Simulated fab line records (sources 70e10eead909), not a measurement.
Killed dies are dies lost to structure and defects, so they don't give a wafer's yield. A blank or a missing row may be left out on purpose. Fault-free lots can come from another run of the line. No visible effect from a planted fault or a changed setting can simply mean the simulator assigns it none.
Which tool was responsible? / flow nand_harc / 30 wafers from 10 lots sampled at 4 of the route's 1302 steps

WHAT EACH GAUGE READ, for each wafer
NHARC_A_SLIT_INSPECT_11.
lot=L630; measured=day 19 19:20; on=defect_inspect-02; raw_defect_count=84 66 72
lot=L631; measured=day 20 14:19; on=defect_inspect-01; raw_defect_count=20 28 23
lot=L633; measured=day 20 14:50; on=defect_inspect-02; raw_defect_count=64 77 69
lot=L634; measured=day 20 22:16; on=defect_inspect-01; raw_defect_count=74 59 68
lot=L636; measured=day 22 17:30; on=defect_inspect-02; raw_defect_count=32 26 30
lot=L647; measured=day 26 07:02; on=defect_inspect-02; raw_defect_count=32 24 13
lot=L649; measured=day 27 08:10; on=defect_inspect-01; raw_defect_count=86 353 95
lot=L648; measured=day 27 07:29; on=defect_inspect-01; raw_defect_count=30 33 290
lot=L651; measured=day 28 00:59; on=defect_inspect-01; raw_defect_count=86 74 72
lot=L653; measured=day 28 10:05; on=defect_inspect-02; raw_defect_count=97 93 103

TOOL THAT RAN EACH LOT (tool first, then ch and the chambers of the sampled wafers, then the start)
lot=L630; NHARC_A_SGD_CUT_ETCHBACK_24=rie_diel-03 ch 0,1,3, day 19 08:58; NHARC_A_SGD_CUT_STRIP_28=rie_diel-03 ch 0,1,3, day 19 18:32 or earlier; NHARC_A_SLIT_DEP_23=pecvd-01 ch 0,1, day 19 18:32
lot=L631; NHARC_A_SGD_CUT_ETCHBACK_24=rie_diel-11 ch 1,2,3, day 20 09:01; NHARC_A_SGD_CUT_STRIP_28=rie_diel-11 ch 0,1,2, day 20 13:34 or earlier; NHARC_A_SLIT_DEP_23=pecvd-02 ch 0,1,2, day 20 13:34
lot=L633; NHARC_A_SGD_CUT_ETCHBACK_24=rie_diel-07 ch 0,1, day 20 09:12; NHARC_A_SGD_CUT_STRIP_28=rie_diel-07 ch 1,2,3, day 20 14:04 or earlier; NHARC_A_SLIT_DEP_23=pecvd-04 ch 0,2, day 20 14:04
lot=L634; NHARC_A_SGD_CUT_ETCHBACK_24=rie_diel-03 ch 0,2, day 20 17:08; NHARC_A_SGD_CUT_STRIP_28=rie_diel-03 ch 0,3, day 20 17:19; NHARC_A_SLIT_DEP_23=pecvd-01 ch 1,2, day 20 21:34
lot=L636; NHARC_A_SGD_CUT_ETCHBACK_24=rie_diel-07 ch 0,2,3, day 22 12:18; NHARC_A_SGD_CUT_STRIP_28=rie_diel-07 ch 0,3, day 22 16:42 or earlier; NHARC_A_SLIT_DEP_23=pecvd-02 ch 0,2, day 22 16:42
lot=L647; NHARC_A_SGD_CUT_ETCHBACK_24=rie_diel-11 ch 0,1,2, day 26 01:31; NHARC_A_SGD_CUT_STRIP_28=rie_diel-11 ch 1,2,3, day 26 06:16 or earlier; NHARC_A_SLIT_DEP_23=pecvd-01 ch 0,1,2, day 26 06:16
lot=L649; NHARC_A_SGD_CUT_ETCHBACK_24=rie_diel-03 ch 0,2, day 27 01:29; NHARC_A_SGD_CUT_STRIP_28=rie_diel-03 ch 0,2,3, day 27 07:23 or earlier; NHARC_A_SLIT_DEP_23=pecvd-01 ch 0,2, day 27 07:23
lot=L648; NHARC_A_SGD_CUT_ETCHBACK_24=rie_diel-11 ch 1,2,3, day 27 01:31; NHARC_A_SGD_CUT_STRIP_28=rie_diel-11 ch 0,2,3, day 27 06:43 or earlier; NHARC_A_SLIT_DEP_23=pecvd-01 ch 0,2, day 27 06:43
lot=L651; NHARC_A_SGD_CUT_ETCHBACK_24=rie_diel-07 ch 1,3, day 27 19:46; NHARC_A_SGD_CUT_STRIP_28=rie_diel-07 ch 0,2, day 28 00:19 or earlier; NHARC_A_SLIT_DEP_23=pecvd-02 ch 0,1, day 28 00:19
lot=L653; NHARC_A_SGD_CUT_ETCHBACK_24=rie_diel-03 ch 0,1,3, day 28 05:02; NHARC_A_SGD_CUT_STRIP_28=rie_diel-03 ch 1,2, day 28 09:25 or earlier; NHARC_A_SLIT_DEP_23=pecvd-04 ch 0,1,2, day 28 09:25
- NHARC_A_SGD_CUT_ETCHBACK_24: etches the open film in CH3F/O2, target depth 50 nm, time 92.857 s.
- NHARC_A_SGD_CUT_STRIP_28: strips in O2, time 20 s.
- NHARC_A_SLIT_DEP_23: deposits SiON, target thk 100 nm.

THE ANSWER, worked out from the rows above alone
Rule: what is usual is taken from the lots themselves. Put in order of their means at a reading, lots are off if they are a third of the lots or fewer, leave a main group of 4 or more, and stand apart from it by a gap of 3 or more times the standard deviation of the main group's means; of several such gaps the widest counts. A main group is skipped when, at the precision printed for the reading in the tables above, its means are all equal. A lot without any number at a reading at which 4 lots or more have one is off too. Where the step has rows for the other lots, those lots are counted as sound.
None of the lots is off at any reading shown; this tells nothing.

WHAT THE SIMULATOR HAD INSERTED
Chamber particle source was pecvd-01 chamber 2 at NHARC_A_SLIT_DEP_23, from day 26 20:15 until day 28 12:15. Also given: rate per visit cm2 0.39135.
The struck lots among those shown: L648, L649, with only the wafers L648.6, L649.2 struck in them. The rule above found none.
